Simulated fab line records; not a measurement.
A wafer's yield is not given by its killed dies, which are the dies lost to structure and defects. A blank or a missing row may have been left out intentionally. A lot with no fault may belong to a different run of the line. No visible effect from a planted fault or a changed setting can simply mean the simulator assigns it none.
Comparing a struck lot with a sound one	flow nandHarc	14 out of 1302 route steps
Sound: wafers L927.3, L927.4, L927.5. Wafers L926.3, L926.4, L926.5 were the ones struck. The cause is given at the end.
For every step that has rows: the tool of each side, followed by ch and its chambers, followed by its first start. Under that, the readings that differ: sound wafers	struck wafers	difference of the means	sigmas: that difference in standard deviations of wafers without a fault.
alike: same words and numbers on both sides, and readings whose means sit less than 2 such deviations apart. not compared: any withheld reading, any reading some wafer has no value for, any bound like >300 that may hide the same value, and any number with overlapping values for which the record gives no deviation.
Wherever a step has rows on one side only, a row that says differs or no value, or a row with sigmas, the two part there. Non-overlapping numbers with no deviation appear without sigmas and do not part them. A reading missing from all wafers of one side parts the sides only when that side holds two or more wafers.

first, 7 steps without rows for these wafers: NHARC_A_CHANNEL_HOLE_D1_COAT_37 (time 65 s); NHARC_A_CHANNEL_HOLE_D1_COAT_04 (resist thk 90 nm); NHARC_A_CHANNEL_HOLE_D1_SOFTBAKE_05 (time 55 s); NHARC_A_CHANNEL_HOLE_D1_EBR_06; NHARC_A_CHANNEL_HOLE_D1_EXPOSE_07 (exposes mask HOLE D1, target cd 100 nm); NHARC_A_CHANNEL_HOLE_D1_PEB_08 (peb time 65 s); NHARC_A_CHANNEL_HOLE_D1_DEVELOP_09 (develop time 35 s).
NHARC_A_CHANNEL_HOLE_D1_CD_MEAS_10: the cd target is 100 nm.
  sound on cdSem-03 ch 0, day 15 14:02; struck on cdSem-02 ch 0, day 15 02:25
  alike: cdNm
NHARC_A_CHANNEL_HOLE_D1_OVL_MEAS_11:
  sound: overlay-01 at day 15 14:07; struck: overlay-02 at day 15 02:29
  alike: overlayXNm, overlayYNm
NHARC_A_CHANNEL_HOLE_D1_INSPECT_12:
  sound: defectInspect-02 at day 15 14:09; struck: defectInspect-01 at day 15 02:32
  alike: rawDefectCount
NHARC_A_CHANNEL_HOLE_D1_DESCUM_15: chemistry O2, time 3 s.
  sound on rieDiel-08 ch 0,2,3, day 15 14:17; struck on rieDiel-01 ch 0,2,3, day 15 02:36
  alike: drypumpMotorCurrentA, mfcArSccm, oesProductAu, rfVppV, showerheadPlenumPTorr, throttleValvePct
  not compared: rfHoursCounterH
NHARC_A_CHANNEL_HOLE_D1_ETCH_38: etches the open film in CF4, target depth 39 nm, time 65 s.
  sound on rieDiel-08 ch 1,2, day 15 14:22; struck on rieDiel-01 ch 0,2,3, day 15 02:41
  alike: drypumpMotorCurrentA, mfcArSccm, oesProductAu, rfVppV, runLengthS, showerheadPlenumPTorr, throttleValvePct
  not compared: rfHoursCounterH
NHARC_A_CHANNEL_HOLE_D1_ETCH_39: etches the open film in N2/H2, target depth 260 nm, time 325 s.
  sound on rieDiel-08 ch 0,1, day 15 14:30; struck on rieDiel-01 ch 0,1,2, day 15 02:47
reading	sound	struck	difference	sigmas
oesProductAu (a.u.)	0.995 0.988 0.987	1.025 1.014 1.005	+0.025	+3
runLengthS (s)	345.7 346.6 346.0	263.2 262.9 262.9	-83.1	-99 or more
  alike: drypumpMotorCurrentA, mfcArSccm, n2FlowSccm, rfVppV, showerheadPlenumPTorr, throttleValvePct
  not compared: rfHoursCounterH
NHARC_A_CHANNEL_HOLE_D1_ETCH_34: etches the open film in CF4/CHF3, target depth 154 nm, time 77 s.
  sound on rieDiel-08 ch 1,3; struck on rieDiel-01 ch 0,1,2
  alike: drypumpMotorCurrentA, mfcArSccm, oesProductAu, rfVppV, runLengthS, showerheadPlenumPTorr, throttleValvePct
  not compared: rfHoursCounterH

## WHERE THEY PART
Within this record, at NHARC_A_CHANNEL_HOLE_D1_ETCH_39 only. Later steps at which nothing parts them and some readings are alike: NHARC_A_CHANNEL_HOLE_D1_ETCH_34.

WHY: the cause the simulator had injected
Drift in process parameters on rieDiel-01 at NHARC_A_CHANNEL_HOLE_D1_ETCH_39, starting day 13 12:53. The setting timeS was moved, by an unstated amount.
